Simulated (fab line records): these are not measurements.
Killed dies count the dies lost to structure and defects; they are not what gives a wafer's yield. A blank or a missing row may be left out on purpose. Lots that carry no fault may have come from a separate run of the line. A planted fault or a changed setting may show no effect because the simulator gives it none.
fab line records -- flow nand_harc
[record] lots = 6, wafers = 18, last_day = 24
route steps=1159 shown P_M0@259 END@1159
lots with no fault: from the same line, run without faults
start_h: the number of hours between the record's first day and the start of the first shown wafer of the lot -- wait_h: hours elapsed since this lot's preceding step -- " identical to the entry in the row above -- L1.1+2: a single row standing in for several wafers -- - either no value or no given start -- * or withheld: withheld -- < > ~ a bound
route shown NAME@n: NAME is a module with steps in the file, n the number in the route of the first one -- usual: mean/standard deviation taken from wafers without a fault -- same: alike in all rows -- chamber/n: place in a boat -- sites: each site's reading -- _std_site: standard deviation across them -- _edge_site: inner sites' mean taken away from outer sites' mean -- radius_mm: how far each site lies from the wafer's centre -- mask NAME#n: copy n -- behind: the tool/chamber that last shaped the wafer -- hold: what put the lot on hold/how long, in hours/how the hold closed -- device: which transistor (n, p or np) failed to switch -- end of line: the route-end tests of the same wafers -- a step with no rows: only its recipe -- killed: not the wafer's yield, but the dies lost to structure and defects at the first sort -- map: shows each die of a wafer: x if killed, . if not, _ if none is there
set.NAME: the setting the step ran with; set.NAME@STEP: the setting that earlier step ran with -- model.NAME: the simulator's own value behind a step, which no gauge read
lots at some steps of the route; a table a step, a row a wafer
services: when a tool's chamber went out of use (start_h, in hours from the record's first day, below 0 if earlier), for how many hours, and the reason
[[steps]]
[step NHARC_P_M0_EBR_05]
[step NHARC_P_M0_EXPOSE_06]
[recipe] na = 1.35, target_cd_nm = 90, dose_mj = 81.28, mask_id = P_M0
[step NHARC_P_M0_PEB_07]
[recipe] peb_temp_c = 100, peb_time_s = 65
[step NHARC_P_M0_DEVELOP_08]
[recipe] develop_time_s = 35, dev_temp_c = 23
[step NHARC_P_M0_CD_MEAS_09]
[recipe] target_cd_nm = 90, landing_energy_ev = 500
[usual] cd_nm = 90.3/0.72
lot.wafer,tool,chamber,start_h,wait_h,cd_nm
L932.3,cd_sem-03,0,161.80,-,89.6
L932.4,cd_sem-03,0,161.80,-,89.7
L932.5,cd_sem-03,0,161.80,-,89.1
L934.3,cd_sem-02,0,166.49,-,89.8
L934.4,cd_sem-02,0,166.49,-,91.1
L934.5,cd_sem-02,0,166.49,-,90.0
L933.3,cd_sem-03,0,167.04,-,89.2
L933.4,cd_sem-03,0,167.04,-,90.5
L933.6,cd_sem-03,0,167.04,-,90.6
L942.2,cd_sem-03,0,223.72,-,91.4
L942.5,cd_sem-03,0,223.72,-,91.6
L942.6,cd_sem-03,0,223.72,-,91.2
L944.1,cd_sem-02,0,232.99,-,90.7
L944.2,cd_sem-02,0,232.99,-,90.1
L944.5,cd_sem-02,0,232.99,-,90.2
L948.1,cd_sem-01,0,247.50,-,88.7
L948.3,cd_sem-01,0,247.50,-,89.7
L948.5,cd_sem-01,0,247.50,-,90.0
[step NHARC_P_M0_OVL_MEAS_10]
[recipe] pitch_nm = 180
[usual] overlay_x_nm = -0.2/0.89, overlay_y_nm = 0.0/0.95
lot.wafer,tool,chamber,start_h,wait_h,overlay_x_nm,overlay_y_nm
L932.3,overlay-02,-,161.89,-,1.0,-0.7
L932.4,overlay-02,-,161.89,-,0.8,-0.8
L932.5,overlay-02,-,161.89,-,0.0,-0.9
L934.3,overlay-02,-,166.58,-,-2.0,-0.4
L934.4,overlay-02,-,166.58,-,-1.9,-0.2
L934.5,overlay-02,-,166.58,-,-2.1,-1.4
L933.3,overlay-01,-,167.12,-,-0.3,0.8
L933.4,overlay-01,-,167.12,-,-0.3,0.9
L933.6,overlay-01,-,167.12,-,0.0,1.2
L942.2,overlay-01,-,223.80,-,-0.7,0.3
L942.5,overlay-01,-,223.80,-,-0.6,0.1
L942.6,overlay-01,-,223.80,-,-0.7,-0.1
L944.1,overlay-01,-,233.08,-,0.1,1.6
L944.2,overlay-01,-,233.08,-,-0.1,1.8
L944.5,overlay-01,-,233.08,-,0.0,1.7
L948.1,overlay-01,-,247.59,-,-0.2,0.5
L948.3,overlay-01,-,247.59,-,-0.5,-0.3
L948.5,overlay-01,-,247.59,-,-0.7,0.1
[step NHARC_P_M0_INSPECT_11]
[usual] raw_defect_count = 4.0/2.7
lot.wafer,tool,chamber,start_h,wait_h,raw_defect_count
L932.3,defect_inspect-01,-,161.93,0.0,3
L932.4,defect_inspect-01,-,161.93,0.0,4
L932.5,defect_inspect-01,-,161.93,0.0,6
L934.3,defect_inspect-01,-,166.61,0.0,3
L934.4,defect_inspect-01,-,166.61,0.0,5
L934.5,defect_inspect-01,-,166.61,0.0,1
L933.3,defect_inspect-02,-,167.16,0.0,2
L933.4,defect_inspect-02,-,167.16,0.0,1
L933.6,defect_inspect-02,-,167.16,0.0,2
L942.2,defect_inspect-01,-,223.84,0.0,3
L942.5,defect_inspect-01,-,223.84,0.0,4
L942.6,defect_inspect-01,-,223.84,0.0,2
L944.1,defect_inspect-01,-,233.11,0.0,2
L944.2,defect_inspect-01,-,233.11,0.0,4
L944.5,defect_inspect-01,-,233.11,0.0,5
L948.1,defect_inspect-01,-,247.62,0.0,12
L948.3,defect_inspect-01,-,247.62,0.0,10
L948.5,defect_inspect-01,-,247.62,0.0,9
[step NHARC_P_M0_DESCUM_14]
[recipe] time_s = 3, o2_flow_sccm = 200, ar_flow_sccm = 0, bias_power_w = 0, chemistry = O2
[usual] drypump_motor_current_A = 5.7/0.35, mfc_ar_sccm = 0.008/0.0089, oes_product_au = 1.000/0.011, rf_vpp_V = 57.6/0.88, showerhead_plenum_p_Torr = 1.89/0.072, throttle_valve_pct = 11.311/0.0079
lot.wafer,tool,chamber,start_h,wait_h,drypump_motor_current_A,mfc_ar_sccm,oes_product_au,rf_hours_counter_h,rf_vpp_V,showerhead_plenum_p_Torr,throttle_valve_pct
L932.4,rie_diel-11,3,161.99,0.1,5.9,0.005,0.982,10.8,57.4,1.86,11.301
L932.3,rie_diel-11,0,161.99,0.1,5.1,0.018,1.001,8.7,58.3,1.93,11.320
L932.5,rie_diel-11,2,161.99,0.1,5.5,0,1.030,-,55.9,1.79,11.314
L934.3,rie_diel-09,3,166.68,0.1,5.9,0,0.997,6.7,57.9,1.82,11.317
L934.4,rie_diel-09,1,166.68,0.1,5.7,0,0.990,6.5,55.9,1.90,11.302
L934.5,rie_diel-09,2,166.68,0.1,5.7,0.023,1.002,-,58.6,1.94,11.311
L933.3,rie_diel-06,0,167.25,0.1,4.8,0.015,0.978,7.5,57.5,1.90,11.296
L933.4,rie_diel-06,1,167.25,0.1,6.2,0.001,1.011,7.2,57.5,1.83,11.303
L933.6,rie_diel-06,3,167.25,0.1,6.1,0,0.983,-,57.4,1.93,11.324
L942.2,rie_diel-09,0,223.92,0.1,5.4,0.015,1.004,8.3,57.0,2.03,11.306
L942.6,rie_diel-09,2,223.92,0.1,5.7,0.023,1.015,-,58.0,1.94,11.302
L942.5,rie_diel-09,3,223.92,0.1,5.9,0,1.015,-,56.5,1.82,11.325
L944.1,rie_diel-11,1,233.18,0.1,5.7,0.016,1.005,1.3,57.7,1.89,11.314
L944.2,rie_diel-11,3,233.18,0.1,5.9,0.005,0.991,1.3,58.5,1.86,11.310
L944.5,rie_diel-11,2,233.18,0.1,5.4,0,1.014,-,56.8,1.79,11.322
L948.3,rie_diel-09,1,247.68,0.1,5.7,0,1.000,11.3,58.5,1.90,11.315
L948.1,rie_diel-09,3,247.68,0.1,5.9,0,1.002,10.5,57.9,1.82,11.331
L948.5,rie_diel-09,1,247.68,0.1,5.7,0,1.007,-,57.5,1.90,11.319
[step NHARC_P_M0_ETCH_34]
[recipe] target_depth_a = 400, overetch_a = 120, time_s = 43.94, ion_energy_ev = 200, n2_flow_sccm = 150, h2_flow_sccm = 150, ar_flow_sccm = 0, rf_w = 400, bias_w = 150, chemistry = N2/H2
[usual] drypump_motor_current_A = 5.7/0.36, mfc_ar_sccm = 0.008/0.0088, oes_product_au = 1.001/0.011, rf_vpp_V = 429.8/2.5, showerhead_plenum_p_Torr = 2.01/0.079, throttle_valve_pct = 14.171/0.0085
lot.wafer,tool,chamber,start_h,wait_h,drypump_motor_current_A,mfc_ar_sccm,oes_product_au,rf_hours_counter_h,rf_vpp_V,showerhead_plenum_p_Torr,throttle_valve_pct
L932.3,rie_diel-11,1,162.08,0.1,5.7,0.016,0.975,10.9,429.1,2.01,14.172
L932.4,rie_diel-11,2,162.08,0.1,5.4,0,1.021,10.5,427.0,1.90,14.181
L932.5,rie_diel-11,3,162.08,0.1,6.0,0.005,0.984,-,428.0,1.98,14.179
L934.4,rie_diel-09,0,166.76,0.1,5.4,0.015,1.005,6.2,434.3,2.17,14.181
L934.3,rie_diel-09,1,166.76,0.1,5.7,0,1.001,6.5,429.7,2.02,14.164
L934.5,rie_diel-09,3,166.76,0.1,5.9,0,0.997,-,427.6,1.94,14.167
L933.3,rie_diel-06,0,167.33,0.1,4.8,0.015,0.989,7.6,430.3,2.03,14.167
L933.4,rie_diel-06,1,167.33,0.1,6.2,0.001,1.005,7.2,427.2,1.94,14.187
L933.6,rie_diel-06,3,167.33,0.1,6.1,0,0.991,-,432.1,2.06,14.166
L942.2,rie_diel-09,0,224.00,0.1,5.4,0.015,1.009,8.3,434.1,2.17,14.169
L942.6,rie_diel-09,2,224.00,0.1,5.7,0.023,0.997,-,430.6,2.07,14.161
L942.5,rie_diel-09,3,224.00,0.1,6.0,0,1.010,-,427.5,1.94,14.173
L944.1,rie_diel-11,1,233.26,0.1,5.7,0.016,1.015,1.3,430.0,2.01,14.162
L944.2,rie_diel-11,2,233.26,0.1,5.4,0,1.011,1.5,425.3,1.90,14.160
L944.5,rie_diel-11,2,233.26,0.1,5.4,0,1.016,-,426.2,1.90,14.161
L948.3,rie_diel-09,0,247.78,0.1,5.5,0.015,1.001,10.6,434.8,2.17,14.170
L948.1,rie_diel-09,2,247.78,0.1,5.8,0.023,0.998,11.2,431.7,2.07,14.171
L948.5,rie_diel-09,0,247.78,0.1,5.4,0.015,1.010,-,434.3,2.17,14.170
[step NHARC_P_M0_ETCH_15]
[recipe] target_depth_a = 1500, overetch_a = 150, time_s = 82.5, c4f8_flow_sccm = withheld, ar_flow_sccm = 400, rf_w = 600, bias_w = 300, chemistry = C4F8/Ar
[usual] oes_product_au = 0.960/0.021, rf_vpp_V = 440.3/2.4
lot.wafer,tool,chamber,start_h,wait_h,oes_product_au,rf_hours_counter_h,rf_vpp_V
L932.3,rie_diel-11,3,-,-,0.900,10.9,440.5
L932.4,rie_diel-11,2,-,-,0.942,10.5,435.9
L932.5,rie_diel-11,3,-,-,0.905,-,439.4
L934.4,rie_diel-09,0,-,-,1.001,6.2,444.3
L934.3,rie_diel-09,1,-,-,0.970,6.5,440.4
L934.5,rie_diel-09,0,-,-,0.997,-,446.7
L933.4,rie_diel-06,3,-,-,0.942,6.0,442.1
L933.3,rie_diel-06,0,-,-,0.954,7.6,440.8
L933.6,rie_diel-06,2,-,-,0.976,-,436.6
L942.2,rie_diel-09,0,-,-,0.980,8.3,445.4
L942.6,rie_diel-09,2,-,-,0.961,-,443.0
L942.5,rie_diel-09,3,-,-,0.962,-,437.8
L944.1,rie_diel-11,0,-,-,0.979,1.2,442.0
L944.2,rie_diel-11,3,-,-,0.964,1.4,438.6
L944.5,rie_diel-11,0,-,-,0.977,-,440.3
L948.3,rie_diel-09,3,-,-,0.980,10.6,438.6
L948.1,rie_diel-09,1,-,-,0.953,11.3,440.1
L948.5,rie_diel-09,2,-,-,0.969,-,442.4
[step NHARC_P_M0_CD_MEAS_16]
[usual] cd_nm = 90.3/0.88
lot.wafer,tool,chamber,start_h,wait_h,cd_nm
L932.3,cd_sem-03,-,162.29,-,90.1
L932.4,cd_sem-03,-,162.29,-,90.1
L932.5,cd_sem-03,-,162.29,-,89.2
L934.3,cd_sem-02,-,166.97,-,89.1
L934.4,cd_sem-02,-,166.97,-,91.8
L934.5,cd_sem-02,-,166.97,-,90.3
L933.3,cd_sem-02,-,167.54,-,89.1
L933.4,cd_sem-02,-,167.54,-,91.0
L933.6,cd_sem-02,-,167.54,-,90.5
L942.2,cd_sem-01,-,224.20,-,91.9
L942.5,cd_sem-01,-,224.20,-,90.5
L942.6,cd_sem-01,-,224.20,-,90.4
L944.1,cd_sem-02,-,233.47,-,90.8
L944.2,cd_sem-02,-,233.47,-,89.4
L944.5,cd_sem-02,-,233.47,-,90.4
L948.1,cd_sem-01,-,247.98,-,88.5
L948.3,cd_sem-01,-,247.98,-,90.6
L948.5,cd_sem-01,-,247.98,-,91.4
[step NHARC_P_M0_STRIP_18]
[recipe] power_w = 1000, n2_flow_sccm = 150, h2_flow_sccm = 150, ar_flow_sccm = 0, bias_w = 0, chemistry = N2/H2
[usual] chamber_pressure_mTorr = 30.000/0.029, drypump_motor_current_A = 5.6/0.33, mfc_ar_sccm = 0.009/0.0087, oes_product_au = 1.002/0.011, rf_vpp_V = 90.6/0.87, showerhead_plenum_p_Torr = 2.01/0.076, throttle_valve_pct = 14.173/0.0096
[same] bias_w = 0
lot.wafer,tool,chamber,start_h,wait_h,chamber_pressure_mTorr,drypump_motor_current_A,mfc_ar_sccm,oes_product_au,rf_hours_counter_h,rf_vpp_V,showerhead_plenum_p_Torr,throttle_valve_pct
L932.4,rie_diel-09,2,162.39,0.1,30.001,5.7,0.023,1.018,7,90.6,2.07,14.184
L932.3,rie_diel-09,3,162.39,0.1,30.068,5.9,0,1.011,6,90.1,1.94,14.167
L932.5,rie_diel-09,1,162.39,0.1,30.012,5.7,0,1.001,-,91.4,2.02,14.187
L934.3,rie_diel-11,2,167.04,0.1,30.025,5.4,0,1.016,11,89.6,1.90,14.156
L934.4,rie_diel-11,3,167.04,0.1,29.994,5.9,0.005,0.979,12,89.4,1.98,14.164
L934.5,rie_diel-11,2,167.04,0.1,29.987,5.5,0,1.023,-,90.0,1.90,14.165
L933.3,rie_diel-06,3,167.64,0.1,30.006,6.1,0,0.993,6,90.7,2.06,14.184
L933.4,rie_diel-06,1,167.64,0.1,30.014,6.2,0.001,1.010,7,90.6,1.94,14.182
L933.6,rie_diel-06,3,167.64,0.1,30.014,6.1,0,0.986,-,92.4,2.06,14.179
L942.2,rie_diel-11,0,224.32,0.1,29.973,5.1,0.018,1.024,0,89.7,2.05,14.159
L942.5,rie_diel-11,2,224.32,0.1,29.962,5.4,0,1.008,-,90.8,1.90,14.166
L942.6,rie_diel-11,3,224.32,0.1,29.949,5.9,0.005,1.000,-,89.0,1.98,14.172
L944.2,rie_diel-11,0,233.55,0.1,30.012,5.1,0.018,1.003,1,90.0,2.05,14.156
L944.1,rie_diel-11,3,233.55,0.1,29.990,6.0,0.005,0.996,1,90.1,1.98,14.169
L944.5,rie_diel-11,1,233.55,0.1,30.003,5.7,0.016,1.001,-,90.4,2.01,14.173
L948.3,rie_diel-09,3,248.11,0.1,29.947,5.9,0,1.003,11,90.3,1.94,14.175
L948.1,rie_diel-09,0,248.11,0.1,29.920,5.5,0.015,1.000,11,90.9,2.17,14.192
L948.5,rie_diel-09,2,248.11,0.1,29.987,5.8,0.023,1.007,-,90.8,2.07,14.189
[step NHARC_P_M0_STRIP_19]
[recipe] time_s = 600, temp_c = 30, chemistry = post_etch_residue_remover
[usual] bath_heat_duty_pct = 12.7/1.4, run_length_s = 603.4/1.4
lot.wafer,tool,chamber,start_h,wait_h,bath_heat_duty_pct,run_length_s
L932.4,wet_bench-07,6,162.63,-,12.6,603.9
L932.3,wet_bench-07,7,162.63,-,12.4,603.7
L932.5,wet_bench-07,0,162.63,-,11.5,600.7
L934.5,wet_bench-07,0,167.33,-,-,-
L934.4,wet_bench-07,3,167.33,-,-,-
L934.3,wet_bench-07,4,167.33,-,-,-
L933.6,wet_bench-04,5,167.89,-,-,-
L933.3,wet_bench-04,6,167.89,-,-,-
L933.4,wet_bench-04,1,167.89,-,-,-
L942.5,wet_bench-01,2,224.55,-,13.8,603.4
L942.2,wet_bench-01,5,224.55,-,11.3,604.4
L942.6,wet_bench-01,6,224.55,-,11.5,602.9
L944.2,wet_bench-01,6,233.84,-,12.1,602.7
L944.1,wet_bench-01,0,233.84,-,14.3,605.3
L944.5,wet_bench-01,1,233.84,-,12.9,603.5
L948.3,wet_bench-01,0,248.33,-,14.0,605.1
L948.5,wet_bench-01,3,248.33,-,9.4,602.7
L948.1,wet_bench-01,5,248.33,-,10.8,603.2
[step NHARC_P_M0_DEGAS_28]
[recipe] temp_c = 250, time_s = 60
[usual] heater_power_w = 306/26
lot.wafer,tool,chamber,start_h,wait_h,heater_power_w
L932.3,pvd_sputter-02,-,162.90,-,370
L932.4,pvd_sputter-02,-,162.90,-,308
L932.5,pvd_sputter-02,-,162.90,-,364
L934.4,pvd_sputter-02,-,167.59,0.2,295
L934.3,pvd_sputter-02,-,167.59,0.2,368
L934.5,pvd_sputter-02,-,167.59,0.2,294
L933.3,pvd_sputter-03,-,168.15,0.2,306
L933.4,pvd_sputter-03,-,168.15,0.2,303
L933.6,pvd_sputter-03,-,168.15,0.2,312
L942.2,pvd_sputter-03,-,224.82,-,268
L942.6,pvd_sputter-03,-,224.82,-,263
L942.5,pvd_sputter-03,-,224.82,-,324
L944.2,pvd_sputter-03,-,234.09,-,306
L944.1,pvd_sputter-03,-,234.09,-,270
L944.5,pvd_sputter-03,-,234.09,-,309
L948.3,pvd_sputter-03,-,248.61,-,269
L948.1,pvd_sputter-03,-,248.61,-,294
L948.5,pvd_sputter-03,-,248.61,-,275
[step NHARC_END_SORT_01]
[recipe] temp_c = 25
[usual] defect_limited_yield = 95.4/1.4, killed_at_array = 27/9.3, killed_at_other = 0.9/1.3, killed_at_periphery = 3.6/2.7, killed_dies = 31/9.7, killed_open = 3.3/1.8, killed_short = 2.0/1.5, sort_bin_2_pct = 1.4/0.63, sort_bin_3_pct = 0.25/0.21, sort_bin_4_pct = 2.9/0.93, sort_n_pass = 646/9.7, sort_rim_yield_pct = 95/3.1, sort_yield_pct = 95.4/1.4
[same] gross_dies = 677, sort_bin_5_pct[%] = 0, sort_bin_6_pct[%] = 0, sort_bin_7_pct[%] = 0, sort_bin_8_pct[%] = 0, sort_rim_n_gross = 106.00
lot.wafer,tool,chamber,start_h,wait_h,defect_limited_yield[%],killed_at_array,killed_at_other,killed_at_periphery,killed_dies,killed_open,killed_short,sort_bin_2_pct[%],sort_bin_3_pct[%],sort_bin_4_pct[%],sort_n_pass,sort_rim_yield_pct[%],sort_yield_pct[%]
L933.3,prober-02,0,489.49,3.1,97.2,15,0,4,19,4,1,0.7,0.30,1.8,658,95,97.2
L933.4,prober-02,0,490.28,3.4,97.2,15,0,4,19,5,2,1.2,0.30,1.3,658,98,97.2
L933.6,prober-02,0,491.85,3.9,96.8,18,0,4,22,4,4,1.3,0.15,1.8,655,97,96.8
L932.3,prober-02,0,497.14,3.0,96.5,23,0,1,24,2,4,1.0,0,2.5,653,94,96.5
L932.4,prober-02,0,497.92,3.3,94.5,32,1,4,37,8,0,1.2,0.44,3.8,640,92,94.5
L932.5,prober-02,0,498.70,3.6,96.0,23,0,4,27,5,1,1.0,0.44,2.5,650,93,96.0
L944.1,prober-01,0,556.58,2.5,97.5,14,1,2,17,3,2,0.7,0,1.8,660,98,97.5
L944.2,prober-01,0,557.39,2.8,97.5,15,0,2,17,2,2,0.6,0.30,1.6,660,98,97.5
L944.5,prober-01,0,559.81,3.7,97.2,15,1,3,19,0,1,0.9,0.15,1.8,658,93,97.2
// killed by level:class
L933.3 A_STAIRCASE:chamber_film_flake=4 A_CONTACT:chamber_film_flake=4 P_M2:chamber_film_flake=2 A_CHANNEL_FILL_D1:geometric_particle:open=1 A_WL_FILL:geometric_particle:short=1 A_WL_FILL:geometric_particle:open=1 A_CONTACT:geometric_particle:open=1 A_M0:geometric_particle:open=1
L933.4 A_STAIRCASE:chamber_film_flake=4 A_CONTACT:geometric_particle:open=3 A_ONON_D1:geometric_particle:short=2 A_CONTACT:chamber_film_flake=2 A_ONON_D1:geometric_particle:open=1 A_M1:geometric_particle:open=1 P_GATE:chamber_film_flake=1 P_CONTACT:chamber_film_flake=1
L933.6 A_CONTACT:chamber_film_flake=4 A_CHANNEL_HOLE_D1:chamber_film_flake=3 A_WL_FILL:geometric_particle:short=2 P_M2:chamber_film_flake=2 A_M0:chamber_film_flake=2 P_CONTACT:geometric_particle:open=1 A_SOURCE_PLATE:geometric_particle:short=1 A_ONON_D1:geometric_particle:open=1
L932.3 A_CHANNEL_HOLE_D1:chamber_film_flake=10 A_STAIRCASE:chamber_film_flake=3 A_CONTACT:geometric_particle:short=2 A_WL_FILL:chamber_film_flake=2 A_CONTACT:chamber_film_flake=2 A_ONON_D1:geometric_particle:open=1 A_ONON_D1:geometric_particle:short=1 A_CHANNEL_FILL_D1:geometric_particle:short=1
L932.4 A_CHANNEL_HOLE_D1:chamber_film_flake=10 A_STAIRCASE:chamber_film_flake=6 A_WL_FILL:chamber_film_flake=5 A_CONTACT:chamber_film_flake=3 A_WL_FILL:geometric_particle:open=2 A_CONTACT:geometric_particle:open=2 A_M0:geometric_particle:open=2 P_M1:geometric_particle:open=1
L932.5 A_CHANNEL_HOLE_D1:chamber_film_flake=11 A_CONTACT:chamber_film_flake=5 P_M0:geometric_particle:open=3 A_WL_FILL:chamber_film_flake=2 P_M0:geometric_particle:short=1 A_ONON_D1:geometric_particle:open=1 A_CHANNEL_FILL_D1:geometric_particle:open=1 A_CHANNEL_FILL_D1:chamber_film_flake=1
L944.1 A_CHANNEL_HOLE_D1:chamber_film_flake=6 A_BLC:geometric_particle:open=2 A_STAIRCASE:chamber_film_flake=2 A_ONON_D1:geometric_particle:short=1 A_CONTACT:geometric_particle:open=1 A_CONTACT:geometric_particle:short=1 P_STI:chamber_film_flake=1 P_GATE:chamber_film_flake=1
L944.2 A_CONTACT:chamber_film_flake=6 A_CHANNEL_HOLE_D1:chamber_film_flake=2 A_STAIRCASE:chamber_film_flake=2 P_CONTACT:geometric_particle:open=1 A_ONON_D1:geometric_particle:short=1 A_CONTACT:geometric_particle:short=1 A_M0:geometric_particle:open=1 P_STI:chamber_film_flake=1
L944.5 A_CHANNEL_HOLE_D1:chamber_film_flake=6 A_CONTACT:chamber_film_flake=5 P_STI:chamber_film_flake=3 A_STAIRCASE:chamber_film_flake=3 A_WL_FILL:geometric_particle:short=1 THIN_TSV:chamber_film_flake=1
[[services]]
tool,chamber,start_h,hours,kind
rie_diel-09,0,159.60,-,clean
rie_diel-09,1,159.60,-,clean
rie_diel-09,2,159.60,-,clean
rie_diel-09,3,159.60,-,clean
rie_diel-09,0,184.10,-,clean
rie_diel-09,1,184.10,-,clean
rie_diel-09,2,184.10,-,clean
rie_diel-09,3,184.10,-,clean
rie_diel-06,-,184.19,6.1,repair
pvd_sputter-02,-,187.60,2.7,repair
rie_diel-11,-,189.50,9.0,pm
pvd_sputter-03,-,195.69,6.6,repair
wet_bench-04,-,196.71,8.1,repair
rie_diel-09,0,208.60,-,clean
rie_diel-09,1,208.60,-,clean
rie_diel-09,2,208.60,-,clean
rie_diel-09,3,208.60,-,clean
wet_bench-01,-,213.62,8.0,pm
pvd_sputter-03,-,226.36,4.4,repair
pvd_sputter-02,-,231.39,10.0,pm
rie_diel-09,0,233.10,-,clean
rie_diel-09,1,233.10,-,clean
rie_diel-06,-,241.20,9.0,pm
wet_bench-04,-,243.84,8.0,pm
[[key]]
[first_sign] step = NHARC_P_M0_STRIP_19, reading = tool_record, direction = missing
effect none on later readings
met_at NHARC_P_M0_STRIP_19
struck_wafers L933.3,L933.4,L933.6,L934.3,L934.4,L934.5
onset_between 162.63 167.33
[fault] kind = skipped_step_whole, tool = wet_bench-04,wet_bench-07, chamber = -, onset_h = 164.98, steps = NHARC_P_M0_STRIP_19, scope = struck_lots_only
